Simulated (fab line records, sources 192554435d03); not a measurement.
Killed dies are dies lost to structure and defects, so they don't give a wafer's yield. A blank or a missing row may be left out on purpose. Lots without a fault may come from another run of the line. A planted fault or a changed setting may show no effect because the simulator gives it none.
Which tool did it? | flow n5_finfet | 9 lots, 27 wafers sampled, at 6 steps of a route of 1938

WHAT THE GAUGES READ, wafer by wafer
N5_BEOL_M4_RC_MEAS_101. Usual: DIBL_N 36.5 mV/V, standard deviation 1.9; DIBL_P 36.4 mV/V, standard deviation 2.2; IOFF_N 0.17 nA/um, standard deviation 0.034; IOFF_P 0.21 nA/um, standard deviation 0.036; ION_N 678 uA/um, standard deviation 12; ION_P 462 uA/um, standard deviation 7.1; SS_N 71.7 mV/dec, standard deviation 0.61; SS_P 73.4 mV/dec, standard deviation 0.71; VT_N 249 mV, standard deviation 3.5; VT_P -251 mV, standard deviation 3.
lot  | measured     | on        | DIBL_N (mV/V)  | DIBL_P (mV/V)  | IOFF_N (nA/um) | IOFF_P (nA/um) | ION_N (uA/um) | ION_P (uA/um) | SS_N (mV/dec)  | SS_P (mV/dec)  | VT_N (mV)   | VT_P (mV)      | flag
L248 | day 8 17:21  | prober-02 | 37.6 40.3 36.1 | 37.9 40.5 35.1 | 0.16 0.23 0.15 | 0.23 0.27 0.18 | 671 691 666   | 455 471 453   | 71.6 71.8 70.9 | 73.9 75.4 73.0 | 248 243 251 | -250 -247 -253 |
L253 | day 9 21:43  | prober-01 | 38.0 38.1 36.9 | 36.3 36.2 36.1 | 0.18 0.17 0.16 | 0.21 0.19 0.21 | 679 669 676   | 458 453 461   | 71.9 72.0 71.0 | 73.6 73.5 73.4 | 250 252 248 | -251 -255 -249 |
L254 | day 10 22:04 | prober-02 | 34.9 35.3 34.3 | 34.9 33.9 33.7 | 0.15 0.15 0.14 | 0.20 0.19 0.19 | 681 666 667   | 470 458 469   | 71.3 71.8 71.0 | 73.2 72.7 72.7 | 247 249 250 | -250 -248 -253 |
L255 | day 10 21:35 | prober-01 | 36.3 36.0 35.0 | 34.0 33.9 32.9 | 0.13 0.13 0.12 | 0.17 0.16 0.16 | 664 671 658   | 456 453 458   | 70.8 70.9 71.3 | 72.6 73.0 72.2 | 253 252 256 | -258 -255 -256 |
L256 | day 11 09:53 | prober-01 | 38.7 37.5 36.0 | 38.9 38.0 35.6 | 0.20 0.18 0.14 | 0.23 0.21 0.17 | 692 691 664   | 470 467 457   | 72.4 72.1 71.6 | 74.4 73.2 73.2 | 244 249 254 | -250 -252 -256 |
L260 | day 13 01:29 | prober-01 | 37.5 38.6 37.2 | 36.2 39.0 37.2 | 0.16 0.19 0.16 | 0.18 0.22 0.19 | 668 682 672   | 446 451 452   | 72.7 71.7 72.5 | 73.4 73.4 73.2 | 253 247 254 | -259 -252 -253 |
L261 | day 12 18:41 | prober-02 | 39.9 35.5 37.2 | 40.4 34.8 36.8 | 0.25 0.16 0.18 | 0.28 0.19 0.23 | 707 663 674   | 470 453 462   | 72.9 71.0 72.1 | 75.2 73.6 74.4 | 245 251 249 | -248 -251 -249 |
L263 | day 13 10:46 | prober-02 | 36.8 39.3 36.1 | 35.1 38.0 33.2 | 0.16 0.19 0.14 | 0.19 0.25 0.16 | 683 680 671   | 464 468 451   | 71.6 72.0 71.9 | 73.5 74.0 73.2 | 249 248 252 | -251 -248 -255 |
L270 | day 15 11:43 | prober-01 | 36.4 34.1 34.1 | 35.3 32.6 32.6 | 0.16 0.13 0.13 | 0.21 0.17 0.18 | 669 673 676   | 459 464 466   | 71.8 71.4 71.1 | 73.7 72.4 73.0 | 250 253 251 | -250 -253 -252 |

WHICH TOOL RAN EACH LOT (tool, then ch and the chambers of the sampled wafers, then the start)
lot  | N5_FIN_SAQP_MANDREL_ETCH_22     | N5_FIN_SAQP_RECESS_75             | N5_FIN_SAQP_ETCH_57               | N5_FIN_SAQP_MANDREL_ETCH_58     | N5_FIN_SAQP_RECESS_63
L248 | rie_si-03 ch 1,2, day 2 05:43   | vapor_etch-01 ch 0,1, day 2 06:08 | rie_diel-01 ch 0,1,2, day 2 07:47 | rie_si-03 ch 0,1, day 2 07:56   | vapor_etch-01 ch 0,1, day 2 08:01
L253 | rie_si-03 ch 1,2, day 3 10:56   | vapor_etch-01 ch 0,1, day 3 11:31 | rie_diel-03 ch 0,3, day 3 12:55   | rie_si-04 ch 1,2, day 3 13:04   | vapor_etch-02 ch 0,1, day 3 13:08
L254 | rie_si-03 ch 1,2,3, day 3 16:28 | vapor_etch-01 ch 0,1, day 3 16:53 | rie_diel-03 ch 2,3, day 3 18:25   | rie_si-05 ch 1,2,3, day 3 18:33 | vapor_etch-02 ch 0,1, day 3 18:38
L255 | rie_si-03 ch 1,3, day 3 23:13   | vapor_etch-01 ch 0, day 3 23:38   | rie_diel-03 ch 1,2, day 4 01:08   | rie_si-04 ch 2,3, day 4 01:17   | vapor_etch-01 ch 0, day 4 01:22
L256 | rie_si-03 ch 1,2,3, day 4 04:49 | vapor_etch-01 ch 0,1, day 4 05:14 | rie_diel-03 ch 0,1,3, day 4 06:37 | rie_si-04 ch 0,1, day 4 06:46   | vapor_etch-01 ch 0,1, day 4 06:50
L260 | rie_si-03 ch 1,2, day 5 05:49   | vapor_etch-01 ch 0,1, day 5 06:33 | rie_diel-01 ch 2,3, day 5 08:29   | rie_si-03 ch 0,2,3, day 5 08:38 | vapor_etch-01 ch 0,1, day 5 08:52
L261 | rie_si-03 ch 0,1,2, day 5 10:43 | vapor_etch-01 ch 1, day 5 12:02   | rie_diel-03 ch 0,1,2, day 5 13:53 | rie_si-04 ch 0,2,3, day 5 14:02 | vapor_etch-01 ch 1, day 5 14:07
L263 | rie_si-03 ch 2,3, day 5 22:13   | vapor_etch-02 ch 0,1, day 5 22:47 | rie_diel-04 ch 1,2,3, day 6 00:00 | rie_si-05 ch 1,2,3, day 6 00:09 | vapor_etch-01 ch 0,1, day 6 00:21
L270 | rie_si-05 ch 0,1,3, day 7 15:43 | vapor_etch-02 ch 0, day 7 16:09   | rie_diel-03 ch 2,3, day 7 17:30   | rie_si-04 ch 0,1,2, day 7 17:38 | vapor_etch-02 ch 1, day 7 17:43
- N5_FIN_SAQP_MANDREL_ETCH_22: etches a-Si in HBr/Cl2, stops on SiNx, target depth 60 nm, bt time 10 s, time 30 s.
- N5_FIN_SAQP_RECESS_75: chemistry HF/NH3, target SiO2, target depth 14.4 nm, afs cycles 3, sublimation time 60 s.
- N5_FIN_SAQP_ETCH_57: etches SiNx in CH3F/O2, target depth 32.5 nm, time 46.4 s.
- N5_FIN_SAQP_MANDREL_ETCH_58: etches a-Si in HBr/Cl2, stops on SiNx, target depth 45 nm, bt time 10 s, time 27 s.
- N5_FIN_SAQP_RECESS_63: chemistry HF/NH3, target SiO2, target depth 18 nm, afs cycles 3, sublimation time 60 s.

WHAT THE TOOLS THEMSELVES READ (means of the sampled wafers that have a number; where no wafer has one, the mark that the record gives instead)
N5_FIN_SAQP_MANDREL_ETCH_22. Usual: drypump_motor_current_A 5.7 A, standard deviation 0.53; oes_product_au 0.773 a.u., standard deviation 0.011; throttle_valve_pct 35.5 %, standard deviation 0.42.
lot  | tool      | drypump_motor_current_A (A) | oes_product_au (a.u.) | throttle_valve_pct (%) | flag
L248 | rie_si-03 | 5.0                         | 0.776                 | 35.1                   |
L253 | rie_si-03 | 5.1                         | 0.778                 | 35.1                   |
L254 | rie_si-03 | 5.3                         | 0.771                 | 35.5                   |
L255 | rie_si-03 | 5.3                         | 0.774                 | 35.4                   |
L256 | rie_si-03 | 5.3                         | 0.767                 | 35.5                   |
L260 | rie_si-03 | 5.1                         | 0.780                 | 35.1                   |
L261 | rie_si-03 | 5.5                         | 0.772                 | 35.3                   |
L263 | rie_si-03 | 5.6                         | 0.769                 | 35.9                   |
L270 | rie_si-05 | 5.8                         | 0.767                 | 35.4                   |

N5_FIN_SAQP_RECESS_75. Usual: drypump_motor_current_A 5.87 A, standard deviation 0.29; sublimation_temp_c 180.00 C, standard deviation 0.16.
lot  | tool          | drypump_motor_current_A (A) | sublimation_temp_c (C) | flag
L248 | vapor_etch-01 | 5.88                        | 180.07                 |
L253 | vapor_etch-01 | 6.06                        | 179.92                 |
L254 | vapor_etch-01 | 6.05                        | 179.84                 |
L255 | vapor_etch-01 | 6.23                        | 180.21                 |
L256 | vapor_etch-01 | 6.07                        | 180.09                 |
L260 | vapor_etch-01 | 5.88                        | 179.98                 |
L261 | vapor_etch-01 | 5.72                        | 179.88                 |
L263 | vapor_etch-02 | 5.71                        | 179.83                 |
L270 | vapor_etch-02 | 5.41                        | 180.08                 |

N5_FIN_SAQP_ETCH_57. Usual: drypump_motor_current_A 5.5 A, standard deviation 0.35; etch_rf_on_time_s 46.2 s, standard deviation 1.1; oes_product_au 0.67 a.u., standard deviation 0.079; rf_vpp_V 297 V, standard deviation 5.9; showerhead_plenum_p_Torr 2.01 Torr, standard deviation 0.08; throttle_valve_pct 16.35 %, standard deviation 0.25.
lot  | tool        | drypump_motor_current_A (A) | etch_rf_on_time_s (s) | oes_product_au (a.u.) | rf_vpp_V (V) | showerhead_plenum_p_Torr (Torr) | throttle_valve_pct (%) | flag
L248 | rie_diel-01 | 5.5                         | 45.9                  | 0.62                  | 295          | 1.99                            | 16.49                  |
L253 | rie_diel-03 | 5.4                         | 47.9                  | 0.70                  | 297          | 2.05                            | 16.14                  |
L254 | rie_diel-03 | 5.6                         | 45.8                  | 0.69                  | 292          | 2.00                            | 16.27                  |
L255 | rie_diel-03 | 5.4                         | 44.7                  | 0.79                  | 296          | 2.08                            | 16.08                  |
L256 | rie_diel-03 | 5.4                         | 45.4                  | 0.74                  | 299          | 2.07                            | 16.10                  |
L260 | rie_diel-01 | 5.6                         | 40.8                  | 0.69                  | 289          | 1.95                            | 16.35                  | OFF
L261 | rie_diel-03 | 5.4                         | 40.2                  | 0.72                  | 300          | 2.00                            | 16.23                  | OFF
L263 | rie_diel-04 | 5.9                         | 40.9                  | 0.69                  | 295          | 1.96                            | 16.40                  | OFF
L270 | rie_diel-03 | 5.6                         | 46.4                  | 0.66                  | 292          | 1.99                            | 16.33                  |

N5_FIN_SAQP_MANDREL_ETCH_58. Usual: drypump_motor_current_A 5.9 A, standard deviation 0.47; oes_product_au 0.702 a.u., standard deviation 0.01; throttle_valve_pct 35.6 %, standard deviation 0.32.
lot  | tool      | drypump_motor_current_A (A) | oes_product_au (a.u.) | throttle_valve_pct (%) | flag
L248 | rie_si-03 | 5.9                         | 0.705                 | 35.7                   |
L253 | rie_si-04 | 6.0                         | 0.703                 | 35.8                   |
L254 | rie_si-05 | 6.0                         | 0.695                 | 35.5                   |
L255 | rie_si-04 | 6.1                         | 0.702                 | 35.8                   |
L256 | rie_si-04 | 6.0                         | 0.708                 | 35.6                   |
L260 | rie_si-03 | 5.7                         | 0.701                 | 35.9                   |
L261 | rie_si-04 | 5.8                         | 0.703                 | 35.6                   |
L263 | rie_si-05 | 6.0                         | 0.710                 | 35.5                   |
L270 | rie_si-04 | 5.8                         | 0.701                 | 35.6                   |

N5_FIN_SAQP_RECESS_63. Usual: drypump_motor_current_A 5.84 A, standard deviation 0.29; sublimation_temp_c 180.03 C, standard deviation 0.16.
lot  | tool          | drypump_motor_current_A (A) | sublimation_temp_c (C) | flag
L248 | vapor_etch-01 | 5.88                        | 179.90                 |
L253 | vapor_etch-02 | 5.56                        | 179.92                 |
L254 | vapor_etch-02 | 5.55                        | 179.96                 |
L255 | vapor_etch-01 | 6.25                        | 180.14                 |
L256 | vapor_etch-01 | 6.03                        | 179.92                 |
L260 | vapor_etch-01 | 5.89                        | 179.99                 |
L261 | vapor_etch-01 | 5.72                        | 179.94                 |
L263 | vapor_etch-01 | 6.05                        | 180.12                 |
L270 | vapor_etch-02 | 5.85                        | 179.94                 |

THE ANSWER, worked out from the rows above alone
Rule: a lot is off if the mean of its wafers that have a number lies more than 3 standard deviations from the usual mean. A lot without any number at a reading at which 4 lots or more have one is off too. The other lots that the step has rows for count as sound. The gauges are gone through in route order, then the tools' own readings, and for those a lot's mean is taken as printed above. The first step at which some lot is off is used, and at that step the reading that is off furthest; a lot without a number counts as furthest.
Off: L260, L261, L263, at N5_FIN_SAQP_ETCH_57 (etch_rf_on_time_s).
A tool fits if, at that step or a process step before it, it ran every lot that is off, and no sound lot after the first of them. One fits: rie_si-03 at N5_FIN_SAQP_MANDREL_ETCH_22. Its last sound lot is L256 (day 4 04:49), its first lot that is off L260 (day 5 05:49): a fault that began between those two fits.

WHAT THE SIMULATOR HAD PUT IN
Process parameter drift: rie_si-03, from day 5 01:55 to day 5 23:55, at N5_FIN_SAQP_MANDREL_ETCH_22. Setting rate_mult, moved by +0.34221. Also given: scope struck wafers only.
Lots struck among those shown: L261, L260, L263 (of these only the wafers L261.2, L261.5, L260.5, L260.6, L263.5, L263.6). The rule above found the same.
